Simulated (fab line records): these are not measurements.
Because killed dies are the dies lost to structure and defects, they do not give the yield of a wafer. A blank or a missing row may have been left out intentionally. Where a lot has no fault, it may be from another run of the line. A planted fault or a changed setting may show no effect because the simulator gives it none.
fab line records | flow n5Finfet
record: lots: 4 | wafers: 12 | lastDay: 15
route steps=1938 shown BEOL_M5@1185 BEOL_M6@1194 PASSIVATION@1936
lots that met no fault: taken from a fault-free run of the same line
startH: start of the lot's first displayed wafer, in hours after the record's first day | waitH: hours since the lot's step before | " repeats the value in the row above | L1.1+2: a single row standing in for several wafers | - no value, or no start given | * or withheld: withheld | < > ~ a bound
route shown NAME@n: names a module that has steps shown in the file, with the first one's number in the route | usual: average and standard deviation across the fault-free wafers | same: alike in all rows | chamber/n: place in a boat | sites: readings site by site | _std_site: how widely they spread, as a standard deviation | _edge_site: inner sites' mean taken away from outer sites' mean | radiusMm: how far each site lies from the wafer's centre | mask NAME#n: copy n | behind: the tool/chamber that last shaped the wafer | hold: the reason the lot was held/the length of the hold in hours/how it ended | device: whichever transistor did not switch (one of n, p or np) | end of line: the tests these same wafers got at the end of their route | a step given without rows: its recipe and nothing more | killed: count of dies lost to structure and defects at first sort (not the wafer's yield) | map: per-die view of a wafer (x killed, . not killed, _ where there is no die)
set.NAME: the run value of the setting; set.NAME@STEP: its run value at that earlier step | model.NAME: the simulator's own value behind a step, which no gauge read
lots seen at some steps along the route; tables by step, rows by wafer
services: when a tool's chamber went out of use (startH, in hours from the record's first day, below 0 if earlier), for how many hours, and the reason
== steps ==
step: N5_BEOL_M5_ANNEAL_51
recipe: tempC: 225 | timeS: 90 | ambient: N2
step: N5_BEOL_M5_CMP_52
recipe: stopOn: SiCOH_lowk | tOverpolishS: 6.9 | downForcePsi: 1 | platenRpm: 50 | clearingPlatenDownForcePsi: 1.5 | clearingPlatenRpm: 50 | postCmpClean: cuAlkaline | targetThkNm: 62 | clearingPlatenPadVelocityMS: 0.99484 | padVelocityMS: 0.99484
step: N5_BEOL_M5_PRE_CLEAN_77
recipe: gas: NH3/H2 | timeS: 15 | tempC: * | rfPowerW: 300
step: N5_BEOL_M5_CO_CAP_78
recipe: material: Co | targetThkA: 20 | tempC: 200 | precursor: CCTBA/H2 | pressureTorr: 30 | timeS: 102.1
step: N5_BEOL_M5_PRE_CLEAN_55
recipe: gas: NH3 | timeS: 15 | tempC: withheld | rfPowerW: 300
step: N5_BEOL_M5_DEP_56
recipe: material: SiCN | targetThkA: 80 | tempC: withheld | precursor: 3MS/NH3 | pressureTorr: 3 | rfW: 202 | timeS: 14
step: N5_BEOL_M6_ILD_DEP_00
recipe: material: SiCOH_lowk | targetThkA: 1797.5 | tempC: 300 | precursor: DEMS/porogen | pressureTorr: 5 | rfW: 500 | timeS: 33.4
step: N5_BEOL_M6_CURE_74
recipe: tempC: 385 | timeS: 240 | ambient: He/Ar | material: SiCOH_lowk
step: N5_BEOL_M6_PECVD_70
recipe: material: SiO2 | targetThkA: 200 | tempC: 400 | precursor: TEOS/O2 | pressureTorr: 5.5 | rfW: 450 | teosFlowSccm: 53.8 | gas: O2 | flowSccm: 3000 | timeS: 22.7
usual: heaterPowerW: 686/90 | showerheadPlenumPTorr: 8.78/0.054 | throttleValvePct: 22.0/1.1
lot.wafer | tool     | chamber | startH | waitH | heaterPowerW | showerheadPlenumPTorr | throttleValvePct | model.SiO2_of_BEOL_M6_PECVD_70.thkNm
L479.3    | pecvd-01 | 2       | 246.66 | 0.0   | 766          | 8.87                  | 21.6             | 20.4
L479.4    | "        | 2       | "      | "     | 769          | 8.86                  | 21.4             | 21.2
L479.5    | "        | 1       | "      | "     | 807          | 8.75                  | 22.0             | 20.4
L483.1    | pecvd-03 | 0       | 263.96 | 0.0   | 564          | 8.82                  | 21.5             | 19.8
L483.3    | "        | 2       | "      | "     | 684          | 8.73                  | 20.3             | 20.2
L483.5    | "        | 0       | "      | "     | 566          | 8.83                  | 21.7             | 20.2
L486.1    | pecvd-01 | 0       | 270.73 | 0.0   | 734          | 8.78                  | 21.9             | 11.6
L486.3    | "        | 0       | "      | "     | 730          | 8.78                  | 21.8             | 20.2
L486.5    | "        | 0       | "      | "     | 746          | 8.74                  | 21.4             | 20.2
L485.1    | pecvd-01 | 2       | 276.78 | 0.0   | 639          | 8.88                  | 21.7             | 12.2
L485.3    | "        | 0       | "      | "     | 662          | 8.76                  | 22.0             | 20.4
L485.5    | "        | 2       | "      | "     | 661          | 8.85                  | 21.6             | 20.6
step: N5_BEOL_M6_HM_DEP_02
recipe: material: TiN | targetThkA: 200 | tempC: 25 | chamberPressurePa: 0.49996
step: N5_BEOL_M6_COAT_59
recipe: resist: SOC | tempC: 250 | timeS: 60 | spinRpm: 1500 | resistThkNm: 100
step: N5_BEOL_M6_COAT_60
recipe: resist: SiARC | tempC: 220 | timeS: 60 | spinRpm: 1500 | resistThkNm: 35
step: N5_BEOL_M6_COAT_05
recipe: resist: CAR-ArF | spinRpm: 1500 | resistThkNm: 90
step: N5_BEOL_M6_EBR_07
recipe: solvent: PGMEA | ebrWidthMm: 1.5
step: N5_BEOL_M6_SOFTBAKE_06
recipe: tempC: 110 | timeS: 60 | resist: CAR-ArF
step: N5_BEOL_M6_EXPOSE_08
recipe: maskId: M6 | na: 1.35 | sourceShape: dipole | sigmaInner: 0.817 | sigmaOuter: 0.97 | polarization: te | doseMj: 68.25
step: N5_BEOL_M6_PEB_09
recipe: pebTempC: withheld | pebTimeS: 60 | resist: CAR-ArF
step: N5_BEOL_M6_DEVELOP_10
recipe: developTimeS: 30 | developer: TMAH | resist: CAR-ArF | rinseLiquid: diw | dry: airSpin | devTempC: 23
step: N5_BEOL_M6_DESCUM_16
recipe: chemistry: O2 | timeS: 7.9 | sourcePowerW: 50 | biasPowerW: 20 | pressureMtorr: 20 | rfFrequencyHz: 2.712e+07 | tempC: 40 | resist: CAR-ArF | o2FlowSccm: 225
step: N5_BEOL_M6_ETCH_61
recipe: chemistry: CF4 | target: SiARC | targetDepthA: 455 | maskMaterial: CAR-ArF | timeS: 75.8 | ionEnergyEv: 80 | pressureMtorr: 40 | sourceW: 545 | biasW: 36 | Ar_flow_sccm: 100 | cf4FlowSccm: 100 | ends: cleared
step: N5_BEOL_M6_ETCH_62
recipe: chemistry: N2/H2 | target: SOC | targetDepthA: 1100 | overetchA: 220 | maskMaterial: SiARC | tempC: 40 | timeS: 165 | ionEnergyEv: 200 | pressureMtorr: 30 | sourceW: 840 | biasW: 150 | n2FlowSccm: 200 | h2FlowSccm: 200
step: N5_BEOL_M6_STRIP_68
recipe: chemistry: N2/H2 | tempC: 40 | n2FlowSccm: 200 | h2FlowSccm: 200 | rfFrequencyHz: 6e+07
step: N5_BEOL_M6_STRIP_67
recipe: chemistry: CF4 | resist: SiARC | powerW: 300 | biasPowerW: 75 | pressureMtorr: 50 | cf4FlowSccm: 150 | rfFrequencyHz: 6e+07
step: N5_BEOL_M6_HM_OPEN_17
recipe: chemistry: Cl2/BCl3 | targetDepthA: 200 | overetchA: 60 | target: TiN | maskMaterial: SOC | ionEnergyEv: 150 | pressureMtorr: 10 | icpW: 1000 | biasW: 126 | Cl2_flow_sccm: 53.25 | bcl3FlowSccm: 21.75 | Ar_flow_sccm: 25
step: N5_BEOL_M6_STRIP_19
recipe: chemistry: O2 | powerW: 400 | tempC: 40 | pressureMtorr: 30 | rfFrequencyHz: 6e+07 | biasPowerW: 0 | overashFraction: 0.2 | o2FlowSccm: 225
step: N5_BEOL_M6_COAT_63
recipe: resist: SOC | tempC: 250 | timeS: 60 | spinRpm: 1500 | resistThkNm: 60
step: N5_BEOL_M6_COAT_64
recipe: resist: SiARC | tempC: 220 | timeS: 60 | spinRpm: 1500 | resistThkNm: 12
step: N5_BEOL_M6_COAT_71
recipe: resist: underlayer | tempC: 205 | timeS: 60 | spinRpm: 1500 | resistThkNm: 5
step: N5_BEOL_M6_COAT_22
recipe: resist: CAR-EUV | spinRpm: 1500 | resistThkNm: 30
step: N5_BEOL_M6_EBR_24
recipe: solvent: PGMEA | ebrWidthMm: 1.5
step: N5_BEOL_M6_SOFTBAKE_23
recipe: tempC: 110 | timeS: 60 | resist: CAR-EUV
step: N5_BEOL_M6_EXPOSE_25
recipe: maskId: V5 | na: 0.33 | sourceShape: annular | sigmaInner: 0.4 | sigmaOuter: 0.8 | polarization: unpolarized | targetCdNm: 40 | doseMj: 45
step: N5_BEOL_M6_PEB_26
recipe: pebTempC: 100 | pebTimeS: 60 | resist: CAR-EUV
step: N5_BEOL_M6_DEVELOP_27
recipe: developTimeS: 30 | developer: TMAH | resist: CAR-EUV | rinseLiquid: surfactantRinse | dry: airSpin | devTempC: 23
step: N5_BEOL_M6_HM_STRIP_39
recipe: chemistry: peroxideTinStrip | material: TiN | targetDepthA: 250 | tempC: 50 | timeS: 158
lot.wafer | tool        | chamber | startH | waitH | model.SiO2_of_BEOL_M6_PECVD_70.thkNm
L479.3+5  | wetBench-03 | 7,6     | 252.09 | 0.0   | 20.2
L479.4    | "           | 2       | "      | "     | 21
L483.1    | wetBench-02 | 4       | 268.75 | 0.0   | 19.6
L483.3+5  | "           | 5,7     | "      | "     | 20
L486.1    | wetBench-02 | 0       | 276.45 | 0.0   | 11.6
L486.3+5  | "           | 2,1     | "      | "     | 20
L485.1    | wetBench-05 | 2       | 280.46 | 0.0   | 12
L485.3    | "           | 4       | "      | "     | 20.4
L485.5    | "           | 1       | "      | "     | 20.6
step: N5_BEOL_M6_CMP_52
recipe: stopOn: SiCOH_lowk | tOverpolishS: 6.9 | downForcePsi: 1 | platenRpm: 50 | clearingPlatenDownForcePsi: 1.5 | clearingPlatenRpm: 50 | postCmpClean: cuAlkaline | targetThkNm: 80 | clearingPlatenPadVelocityMS: 0.99484 | padVelocityMS: 0.99484
usual: barrierFieldEndpointS: 29.1/0.93 | edgeZonePressureFrac: 1.001/0.005 | motorCurrentA: 5.7/0.65
lot.wafer | tool   | chamber | startH | waitH | barrierFieldEndpointS | edgeZonePressureFrac | motorCurrentA
L479.4    | cmp-01 | 3       | 254.49 | 0.1   | 30.5                  | 0.996                | 4.6
L479.3    | "      | 2       | "      | "     | 30.9                  | 1.000                | 6.0
L479.5    | "      | 0       | "      | "     | 29.1                  | 1.003                | 6.9
L483.1    | cmp-02 | 3       | 270.70 | 0.3   | 27.5                  | 0.994                | 5.5
L483.3    | "      | 2       | "      | "     | 28.4                  | 0.998                | 5.1
L483.5    | "      | 3       | "      | "     | 28.7                  | 1.003                | 5.1
L486.3    | cmp-01 | 3       | 279.12 | 0.2   | 28.2                  | 1.005                | 5.1
L486.1    | "      | 1       | "      | "     | 17.7                  | 1.003                | 4.9
L486.5    | "      | 3       | "      | "     | 28.5                  | 1.006                | 5.1
L485.1    | cmp-01 | 3       | 282.21 | 0.3   | 19.0                  | 1.010                | 4.8
L485.3    | "      | 0       | "      | "     | 28.8                  | 0.999                | 6.2
L485.5    | "      | 0       | "      | "     | 29.2                  | 1.002                | 6.4
step: N5_PASSIVATION_PROBE_49
usual: defectLimitedYield: 91.1/1.4 | killed_at_M0_to_M3: 34/9.7 | killed_at_M4_up: 13/5.1 | killedAtContacts: 14/6.3 | killedAtFrontEnd: 40/11 | killedAtOther: 3.5/2.7 | killedDies: 105/16 | killedOpen: 70/12 | killedShort: 34/7.8 | sort_bin_5_function: 5.2/0.88 | sort_bin_6_memory: 3.3/0.7 | sort_bin_8_speed: 0.1/0.62 | sortNPass: 1074/17 | sortYieldPct: 91.0/1.5
same: grossDies: 1180 | killedAtBackSide: 0 | sort_bin_4_leakage[%]: 0
lot.wafer | tool      | chamber | startH | waitH | defectLimitedYield[%] | killed_at_M0_to_M3 | killed_at_M4_up | killedAtContacts | killedAtFrontEnd | killedAtOther | killedDies | killedOpen | killedShort | sort_bin_5_function[%] | sort_bin_6_memory[%] | sort_bin_8_speed[%] | sortNPass | sortYieldPct[%]
L486.1    | prober-02 | -       | 368.70 | 0.0   | 91.7                  | 25                 | 12              | 20               | 37               | 4             | 98         | 60         | 38          | 5.6                    | 2.5                  | 0                   | 1082      | 91.7
L486.3    | prober-02 | -       | 368.80 | 0.1   | 90.4                  | 40                 | 16              | 12               | 42               | 3             | 113        | 81         | 30          | 6.2                    | 3.3                  | 0                   | 1067      | 90.4
L486.5    | prober-02 | -       | 368.90 | 0.2   | 92.1                  | 22                 | 6               | 16               | 46               | 3             | 93         | 59         | 33          | 4.3                    | 3.2                  | 0                   | 1087      | 92.1
killed by level:class
L486.1 MOL_CONTACT_COAG:geometricParticle:open=14 FIN_SAQP:geometricParticle:short=13 BEOL_M3:geometricParticle:open=10 MOL_CONTACT_COAG:geometricParticle:short=6 BEOL_M2:geometricParticle:open=5 FIN_SAQP:geometricParticle:open=4 DUMMY_GATE:geometricParticle:open=3 ILD0:geometricParticle:short=3
L486.3 BEOL_M2:geometricParticle:open=15 FIN_SAQP:geometricParticle:open=12 STI_FIN_REVEAL:geometricParticle:open=12 BEOL_M3:geometricParticle:open=9 MOL_CONTACT_COAG:geometricParticle:open=9 FIN_SAQP:geometricParticle:short=8 GATE_CUT:geometricParticle:short=4 BEOL_M0_SAQP:geometricParticle:open=4
L486.5 MOL_CONTACT_COAG:geometricParticle:open=14 FIN_SAQP:geometricParticle:short=13 STI_FIN_REVEAL:geometricParticle:open=8 FIN_SAQP:geometricParticle:open=7 BEOL_M2:geometricParticle:open=6 STI_FIN_REVEAL:geometricParticle:short=4 DUMMY_GATE:geometricParticle:open=4 BEOL_M1:geometricParticle:open=4
== services ==
tool     | chamber | startH | hours | kind
pecvd-01 | -       | 224.41 | 0.5   | repair
pecvd-03 | 0       | 225.32 | 16.5  | scheduledDown
pecvd-01 | 1       | 254.45 | 48.9  | repair
cmp-02   | -       | 261.13 | 7.5   | pm
pecvd-03 | 2       | 264.01 | 2.1   | scheduledDown
pecvd-01 | 2       | 264.95 | 6.6   | repair
== key ==
firstSign: step: N5_BEOL_M6_CMP_52 | reading: barrierFieldEndpointS | direction: down | sigmas: 12 | usual: 29.1 | struck: 18.3
effect none on later readings
modelEffect: step: N5_BEOL_M6_PECVD_70 | value: SiO2_of_BEOL_M6_PECVD_70.thkNm | without: 20.3 | struck: 11.9
modelEffect: step: N5_BEOL_M6_HM_STRIP_39 | value: SiO2_of_BEOL_M6_PECVD_70.thkNm | without: 20.1 | struck: 11.8
metAt N5_BEOL_M6_PECVD_70
struckWafers L485.1,L486.1
onsetBetween 246.66 270.73
fault: kind: processParameterDrift | tool: pecvd-01 | chamber: - | onsetH: 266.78 | steps: N5_BEOL_M6_PECVD_70 | channel: timeS | offset: * | shape: step | endH: 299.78 | scope: struckWafersOnly | actsIn: * | stated: *
